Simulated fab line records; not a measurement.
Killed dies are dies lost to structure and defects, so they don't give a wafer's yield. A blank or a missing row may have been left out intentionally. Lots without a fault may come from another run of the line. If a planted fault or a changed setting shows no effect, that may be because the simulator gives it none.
Matching of chambers :: flow n5_finfet :: N5_PMOS_HMC_CHANNEL_EPI_CMP_21 on cmp-02 has 4 sister chambers
The step polishes SiGe30, target thk 54 nm. 8 wafers are shown with their chamber, then 12 later ones without.

WAFERS PAIRED WITH THEIR CHAMBERS
wafer: L081.2
chamber: 1
motor_current_A (A): 13.5
retaining_ring_pressure_frac: 1.003

wafer: L081.5
chamber: 0
motor_current_A (A): 12.2
retaining_ring_pressure_frac: 0.996

wafer: L082.2
chamber: 1
motor_current_A (A): 14.3
retaining_ring_pressure_frac: 1.002

wafer: L082.5
chamber: 3
motor_current_A (A): 10.5
retaining_ring_pressure_frac: 1.007

wafer: L082.6
chamber: 2
motor_current_A (A): 12.8
retaining_ring_pressure_frac: 1.008

wafer: L085.1
chamber: 0
motor_current_A (A): 12.0
retaining_ring_pressure_frac: 1.000

wafer: L085.2
chamber: 3
motor_current_A (A): 10.3
retaining_ring_pressure_frac: 1.002

wafer: L085.6
chamber: 2
motor_current_A (A): 13.7
retaining_ring_pressure_frac: 1.004

WAFERS WITHOUT THEIR CHAMBER
wafer: L090.1
motor_current_A (A): 12.1
retaining_ring_pressure_frac: 1.001

wafer: L090.4
motor_current_A (A): 10.5
retaining_ring_pressure_frac: 1.005

wafer: L090.6
motor_current_A (A): 12.0
retaining_ring_pressure_frac: 1.011

wafer: L091.1
motor_current_A (A): 11.4
retaining_ring_pressure_frac: 0.992

wafer: L091.3
motor_current_A (A): 13.7
retaining_ring_pressure_frac: 0.997

wafer: L091.4
motor_current_A (A): 14.2
retaining_ring_pressure_frac: 1.010

wafer: L092.1
motor_current_A (A): 14.1
retaining_ring_pressure_frac: 0.998

wafer: L092.4
motor_current_A (A): 12.3
retaining_ring_pressure_frac: 1.002

wafer: L092.5
motor_current_A (A): 13.3
retaining_ring_pressure_frac: 0.996

wafer: L093.1
motor_current_A (A): 13.4
retaining_ring_pressure_frac: 1.000

wafer: L093.4
motor_current_A (A): 11.4
retaining_ring_pressure_frac: 0.996

wafer: L093.5
motor_current_A (A): 13.9
retaining_ring_pressure_frac: 1.004

CHAMBER TAKEN BY EACH
wafer: L090.1
from the rows above: 0
in truth: 0

wafer: L090.4
from the rows above: 3
in truth: 3

wafer: L090.6
from the rows above: can't be placed: 2 or 3 or 0 or 1
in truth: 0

wafer: L091.1
from the rows above: 0
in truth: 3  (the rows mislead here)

wafer: L091.3
from the rows above: can't be placed: 1 or 2 or 0
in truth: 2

wafer: L091.4
from the rows above: can't be placed: 2 or 1
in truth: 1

wafer: L092.1
from the rows above: can't be placed: 1 or 2
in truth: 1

wafer: L092.4
from the rows above: can't be placed: 0 or 2
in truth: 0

wafer: L092.5
from the rows above: can't be placed: 1 or 0 or 2
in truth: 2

wafer: L093.1
from the rows above: can't be placed: 1 or 2 or 0
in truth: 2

wafer: L093.4
from the rows above: 0
in truth: 0

wafer: L093.5
from the rows above: can't be placed: 1 or 2
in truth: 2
3 of 12 placed correctly. Cannot be placed on the basis of these rows: 8; the candidates contain the true chamber in 8. Placed wrongly: 1.
How it was worked out, from the rows above alone: a wafer's distance from a chamber is the root of the sum, over the readings, of the square of ((its reading less the chamber's mean) divided by the reading's scatter). The wafer belongs to the nearest chamber; if the next one is less than 2 further off, it can't be placed. The mean given for a chamber averages the wafers shown for that chamber. The scatter: the root of (the sum of the squares of (reading less its chamber's mean) over the shown wafers, divided by (wafers less chambers)).
